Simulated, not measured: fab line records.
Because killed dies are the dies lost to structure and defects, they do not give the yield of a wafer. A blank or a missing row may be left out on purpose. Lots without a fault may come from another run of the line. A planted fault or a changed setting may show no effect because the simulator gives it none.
Chamber matching / flow n5 finfet / 4 sister chambers for N5_BEOL_M6_ETCH_72 on rie diel-03
The step etches underlayer in N2/H2, target depth 6.5 nm, time 5.2 s. 8 wafers are shown with their chamber, then 8 later ones without.

EACH WAFER AND ITS CHAMBER
wafer=L077.6; chamber=0; showerhead plenum p Torr (Torr)=2.56; throttle valve pct (%)=18.26
wafer=L079.1; chamber=1; showerhead plenum p Torr (Torr)=2.69; throttle valve pct (%)=17.51
wafer=L080.1; chamber=2; showerhead plenum p Torr (Torr)=2.71; throttle valve pct (%)=18.18
wafer=L080.6; chamber=3; showerhead plenum p Torr (Torr)=2.58; throttle valve pct (%)=17.77
wafer=L082.1; chamber=1; showerhead plenum p Torr (Torr)=2.69; throttle valve pct (%)=17.53
wafer=L082.3; chamber=0; showerhead plenum p Torr (Torr)=2.55; throttle valve pct (%)=18.24
wafer=L082.4; chamber=2; showerhead plenum p Torr (Torr)=2.71; throttle valve pct (%)=18.19
wafer=L085.1; chamber=3; showerhead plenum p Torr (Torr)=2.58; throttle valve pct (%)=17.77

WAFERS WHOSE CHAMBER IS MISSING
wafer=L085.3; showerhead plenum p Torr (Torr)=2.70; throttle valve pct (%)=18.18
wafer=L085.6; showerhead plenum p Torr (Torr)=2.68; throttle valve pct (%)=17.52
wafer=L087.1; showerhead plenum p Torr (Torr)=2.55; throttle valve pct (%)=18.26
wafer=L087.3; showerhead plenum p Torr (Torr)=2.70; throttle valve pct (%)=18.19
wafer=L087.6; showerhead plenum p Torr (Torr)=2.58; throttle valve pct (%)=17.79
wafer=L088.1; showerhead plenum p Torr (Torr)=2.68; throttle valve pct (%)=17.54
wafer=L088.5; showerhead plenum p Torr (Torr)=2.55; throttle valve pct (%)=18.27
wafer=L088.6; showerhead plenum p Torr (Torr)=2.68; throttle valve pct (%)=17.53

THE CHAMBER EACH PASSED THROUGH
wafer=L085.3; from the rows above=2; in truth=2
wafer=L085.6; from the rows above=1; in truth=1
wafer=L087.1; from the rows above=0; in truth=0
wafer=L087.3; from the rows above=2; in truth=2
wafer=L087.6; from the rows above=3; in truth=3
wafer=L088.1; from the rows above=1; in truth=1
wafer=L088.5; from the rows above=0; in truth=0
wafer=L088.6; from the rows above=1; in truth=1
8 of 8 placed correctly. Number that these rows cannot place: 0. Wrongly placed: 0.
How it was worked out, from the rows above alone: a wafer's distance from a chamber is the root of the sum, over the readings, of the square of ((its reading less the chamber's mean) divided by the reading's scatter). If the next closest chamber is less than 2 further off than the closest, the wafer can't be placed; otherwise it belongs to the closest. Each chamber's mean is taken over the wafers shown for it. The scatter: take each reading less its chamber's mean, square it, sum over the shown wafers, divide by the number of wafers less the number of chambers, and take the root.
